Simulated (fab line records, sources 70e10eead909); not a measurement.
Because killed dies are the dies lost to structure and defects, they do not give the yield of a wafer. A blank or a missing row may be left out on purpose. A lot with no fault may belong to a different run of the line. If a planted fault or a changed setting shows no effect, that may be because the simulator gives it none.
A struck lot beside a sound one	flow nand harc	21 steps out of a route of 1302
Sound: these wafers, L273.1, L273.3, L273.6. The struck wafers were L275.1, L275.4, L275.6. The cause is given at the end.
At each step with rows: each side's tool, then ch and its chambers, then its first start. Under that, the readings that differ: sound wafers	struck wafers	difference of the means	sigmas: that difference in standard deviations of wafers without a fault.
alike: same words and numbers on both sides, and readings whose means sit less than 2 such deviations apart. not compared: any withheld reading, any reading some wafer has no value for, any bound like >300 that may hide the same value, and any number with overlapping values for which the record gives no deviation.
A row with sigmas, a row that says differs or no value, or rows on one side alone: a step with any of these is where the two part. Numbers that have no deviation but don't overlap get no sigmas and don't part them. A reading missing from all wafers of one side parts the sides only when that side holds two or more wafers.

NHARC_A_BLC_CVD_24: deposits W, target thk 150 nm, time 434 s.
  sound: cvd w-02 ch 0,1; struck: cvd w-01 ch 1
  alike: heater power w, throttle valve pct
  not compared: since wet clean h
NHARC_A_BLC_CMP_25: polishes, t overpolish 30 s, target thk 150 nm.
  sound on cmp-02 ch 1,3, day 24 02:45; struck on cmp-02 ch 1,2,3, day 25 02:34
  alike: motor current A, overpolish run s, slurry filter dp kPa, time to endpoint s
next, for these wafers, 1 step has no rows: NHARC_A_BLC_SRD_27.
NHARC_A_BLC_INSPECT_28:
  struck on defect inspect-02, day 25 02:58; sound on defect inspect-01, day 24 03:09
  alike: raw defect count
then, 7 steps without rows for these wafers: NHARC_A_M0_DEP_00 (deposits SiOC, target thk 150 nm); NHARC_A_M0_DEHYDRATE_01 (time 120 s); NHARC_A_M0_HMDS_02 (time 30 s); NHARC_A_M0_COAT_33 (time 65 s); NHARC_A_M0_COAT_03 (resist thk 90 nm); NHARC_A_M0_SOFTBAKE_04 (time 55 s); NHARC_A_M0_EBR_05.
NHARC_A_M0_EXPOSE_06: exposes mask A M0, target cd 80 nm.
  sound on arfi scanner-02 ch 0, day 24 03:55; struck on arfi scanner-02 ch 0, day 25 03:36
reading	sound	struck	difference	sigmas
exposure dose mJ cm2	83.20 83.28 83.11	70.74 70.77 70.80	-12.43	-99 or more
  alike: mask, reticle temp C
then, 2 steps without rows for these wafers: NHARC_A_M0_PEB_07 (peb time 65 s); NHARC_A_M0_DEVELOP_08 (develop time 35 s).
NHARC_A_M0_CD_MEAS_09: the cd target is 80 nm.
  sound on cd sem-01 ch 0, day 24 04:03; struck on cd sem-03 ch 0, day 25 03:44
reading	sound	struck	difference	sigmas
cd nm (nm)	79.6 79.9 79.3	69.8 69.5 68.6	-10.3	-16
NHARC_A_M0_OVL_MEAS_10: pitch 160 nm.
  struck on overlay-01, day 25 03:49; sound on overlay-01, day 24 04:08
  alike: overlay x nm, overlay y nm
NHARC_A_M0_INSPECT_11:
  struck on defect inspect-01, day 25 03:52; sound on defect inspect-02, day 24 04:11
  alike: raw defect count
NHARC_A_M0_DESCUM_14: chemistry O2, time 3 s.
  sound on rie diel-09 ch 0,1,3, day 24 04:14; struck on rie diel-09 ch 0,2,3, day 25 03:56
reading	sound	struck	difference	sigmas
model.A_M0.cd nm (nm)	79.04 79.57 79.25	70.68 68.76 68.44	-9.99	
  alike: drypump motor current A, oes product au, rf vpp V, showerhead plenum p Torr, throttle valve pct
  not compared: rf hours counter h
NHARC_A_M0_ETCH_34: etches the open film in N2/H2, target depth 40 nm, overetch 12 nm, time 43.94 s.
  sound on rie diel-09 ch 0,1, day 24 04:20; struck on rie diel-09 ch 0,2,3, day 25 04:01
  alike: drypump motor current A, h2 flow sccm, oes product au, rf vpp V, showerhead plenum p Torr, throttle valve pct
  not compared: rf hours counter h
NHARC_A_M0_ETCH_15: etches the open film in C4F8/Ar, target depth 150 nm, overetch 15 nm, time 82.5 s.
  sound: rie diel-09 ch 0,1,3; struck: rie diel-09 ch 0,1,2
reading	sound	struck	difference	sigmas
model.A_M0.cd nm (nm)	78.69 79.72 79.44	70.79 68.75 67.73	-10.19	
  alike: oes product au, rf vpp V
  not compared: rf hours counter h
NHARC_A_M0_CD_MEAS_16:
  struck on cd sem-03, day 25 04:13; sound on cd sem-02, day 24 04:35
reading	sound	struck	difference	sigmas
cd nm (nm)	78.6 79.5 79.3	71.0 69.0 67.6	-9.9	-11

WHERE THEY PART
First at NHARC_A_M0_EXPOSE_06; last, within this record, at NHARC_A_M0_CD_MEAS_16.

WHY: what had been put in by the simulator
Process parameter drift: arfi scanner-02, from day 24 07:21 on, at NHARC_A_M0_EXPOSE_06. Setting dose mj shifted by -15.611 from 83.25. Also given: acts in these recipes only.
